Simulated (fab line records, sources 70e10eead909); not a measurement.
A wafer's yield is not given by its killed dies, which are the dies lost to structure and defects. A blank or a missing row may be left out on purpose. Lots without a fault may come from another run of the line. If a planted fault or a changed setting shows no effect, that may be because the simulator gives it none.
Chamber matching + flow nand harc + NHARC_A_STAIRCASE_TRIM_12 on rie diel-02: 4 sister chambers
The step chemistry O2, time 211.2 s. 8 wafers are shown with their chamber, then 12 later ones without.

== WAFERS WITH THEIR CHAMBER ==
| wafer  | chamber | drypump motor current A (A) | showerhead plenum p Torr (Torr) |
|--------|---------|-----------------------------|---------------------------------|
| L077.3 | 2       | 5.4                         | 3.69                            |
| L077.5 | 0       | 6.4                         | 3.32                            |
| L086.1 | 0       | 6.4                         | 3.31                            |
| L086.3 | 1       | 5.9                         | 3.52                            |
| L086.5 | 3       | 5.9                         | 3.60                            |
| L087.2 | 3       | 5.9                         | 3.60                            |
| L087.3 | 1       | 6.0                         | 3.52                            |
| L087.5 | 2       | 5.4                         | 3.68                            |

== WAFERS WITHOUT THEIR CHAMBER ==
| wafer  | drypump motor current A (A) | showerhead plenum p Torr (Torr) |
|--------|-----------------------------|---------------------------------|
| L085.3 | 6.0                         | 3.52                            |
| L085.4 | 5.4                         | 3.68                            |
| L085.5 | 6.4                         | 3.31                            |
| L093.1 | 5.4                         | 3.67                            |
| L093.3 | 5.9                         | 3.52                            |
| L093.5 | 6.0                         | 3.52                            |
| L094.2 | 5.9                         | 3.59                            |
| L094.4 | 5.4                         | 3.67                            |
| L094.6 | 6.4                         | 3.30                            |
| L095.1 | 6.0                         | 3.51                            |
| L095.4 | 6.4                         | 3.30                            |
| L095.6 | 5.4                         | 3.67                            |

== WHICH CHAMBER EACH ONE RAN IN ==
| wafer  | from the rows above | in truth |
|--------|---------------------|----------|
| L085.3 | 1                   | 1        |
| L085.4 | 2                   | 2        |
| L085.5 | 0                   | 0        |
| L093.1 | 2                   | 2        |
| L093.3 | 1                   | 1        |
| L093.5 | 1                   | 1        |
| L094.2 | 3                   | 3        |
| L094.4 | 2                   | 2        |
| L094.6 | 0                   | 0        |
| L095.1 | 1                   | 1        |
| L095.4 | 0                   | 0        |
| L095.6 | 2                   | 2        |
Correctly placed: 12 of 12. Left unplaced by these rows: 0. Wrongly placed: 0.
How it was worked out, from the rows above alone: a wafer's distance from a chamber is the root of the sum, over the readings, of the square of ((its reading less the chamber's mean) divided by the reading's scatter). If the next closest chamber is less than 2 further off than the closest, the wafer can't be placed; otherwise it belongs to the closest. Each chamber's mean is taken over the wafers shown for it. The scatter is the square root of a quotient: the sum, over the shown wafers, of each reading's squared deviation from its chamber's mean, divided by wafers minus chambers.
